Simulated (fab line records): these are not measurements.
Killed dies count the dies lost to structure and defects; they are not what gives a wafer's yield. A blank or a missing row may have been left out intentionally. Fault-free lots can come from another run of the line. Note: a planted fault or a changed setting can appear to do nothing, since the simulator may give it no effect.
Split-lot experiment ; flow n5 finfet ; route with 1938 steps; 7 lots, 21 wafers read

## THE SPLIT
At N5_BEOL_M5_COAT_22 (resist thk 30 nm), the setting spin rpm was moved away from the recipe's 1500 rpm on 4 of the 21 wafers read, by +7.7% to +8.9%. All remaining wafers had this setting at the recipe value.

## FROM THE SPLIT TO THE READING: what the file shows between them, 4 steps
- N5_BEOL_M5_EBR_24
- N5_BEOL_M5_SOFTBAKE_23: time 60 s
- N5_BEOL_M5_EXPOSE_25: exposes mask V4, defocus 10 nm
- N5_BEOL_M5_PEB_26: peb time 60 s

## THE READING
CAR-EUV_of_BEOL_M5_COAT_22.thk nm (the simulator's own value, which no gauge read), in nm, at N5_BEOL_M5_DEVELOP_27 (develop time 30 s). No usual value for it is given in the file. Across the 17 wafers here that went through the recipe, the average is 29.6 nm and the standard deviation 0.14 nm.

wafer;tool, chamber at the split;spin rpm as run, rpm;against the recipe;CAR-EUV_of_BEOL_M5_COAT_22.thk nm, nm;against lot-mates on the recipe
L074.1;litho track-04, 0;1500;recipe;29.6;-
L074.3;litho track-04, 0;1500;recipe;29.6;-
L074.4;litho track-04, 0;1500;recipe;29.6;-
L077.1;litho track-04, 0;1500;recipe;29.6;-
L077.2;litho track-04, 0;1634;+8.9%;28.4;-1.2
L077.4;litho track-04, 0;1634;+8.9%;28.4;-1.2
L080.3;litho track-04, 0;1615;+7.7%;28.4;-1.0
L080.5;litho track-04, 0;1615;+7.7%;28.4;-1.0
L080.4;litho track-04, 0;1500;recipe;29.4;-
L085.2;litho track-05, 0;1500;recipe;29.8;-
L085.3;litho track-05, 0;1500;recipe;29.8;-
L085.4;litho track-05, 0;1500;recipe;29.8;-
L092.1;litho track-04, 0;1500;recipe;29.6;-
L092.2;litho track-04, 0;1500;recipe;29.6;-
L092.4;litho track-04, 0;1500;recipe;29.6;-
L093.1;litho track-02, 0;1500;recipe;29.4;-
L093.4;litho track-02, 0;1500;recipe;29.4;-
L093.3;litho track-02, 0;1500;recipe;29.6;-
L095.1;litho track-04, 0;1500;recipe;29.4;-
L095.5;litho track-04, 0;1500;recipe;29.4;-
L095.2;litho track-04, 0;1500;recipe;29.6;-

THE FIT
A straight line over all 21 wafers: CAR-EUV_of_BEOL_M5_COAT_22.thk nm changes by -0.141 nm for each +1% of spin rpm; r = -0.96; the points scatter about the line by 0.13 nm.
The same after taking each lot's own level away (the mean of its wafers on the recipe; 21 wafers): -0.133 nm for each +1%; r = -0.99; scatter 0.053 nm.
On that fit, the largest move of spin rpm shifts the reading by 1.2 nm.
Across the lots, their own levels run from 29.40 to 29.80 nm, a range of 3.0 times the standard deviation given above.
Consequently the slope shifts little with the lot-to-lot level, the two slopes agreeing.
Check: for one of the wafers moved furthest among these (+8.9%), held out of the fit, the line's prediction against its lot-mates is -1.18 nm. Against them it came out at -1.2 nm.

## OTHER SPLITS APPLIED TO THESE WAFERS
Other splits were also applied to these wafers ahead of the reading. Each is held against what the fit with the lots' levels taken away leaves over:
other split on the same wafers;wafers away from the commonest value;r with CAR-EUV_of_BEOL_M5_COAT_22.thk nm (lot level and that fit taken away)
N5_BEOL_M1_TRENCH_ETCH_37 time s;6;-0.25
N5_BEOL_M2_ALD_98 ald cycles;9;+0.25
N5_BEOL_M4_COAT_05 spin rpm;10;+0.19
N5_BEOL_M5_COAT_74 spin rpm;4;-0.31

## THE WHOLE CHAIN: every reading that the file lists as answering this split, in the file's order
step;what it does;reading;change (the file's fit);r (the file's)
N5_BEOL_M5_COAT_22;resist thk 30 nm;CAR-EUV_of_BEOL_M5_COAT_22.thk nm (the simulator's own value, which no gauge read);-0.138 nm for each +1% of the setting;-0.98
N5_BEOL_M5_DEVELOP_27;develop time 30 s;CAR-EUV_of_BEOL_M5_COAT_22.thk nm (the simulator's own value, which no gauge read);-0.133 nm for each +1% of the setting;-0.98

## FILE'S OWN FIT
CAR-EUV_of_BEOL_M5_COAT_22.thk nm changes by -0.133 nm for each +1% of spin rpm, r = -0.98.
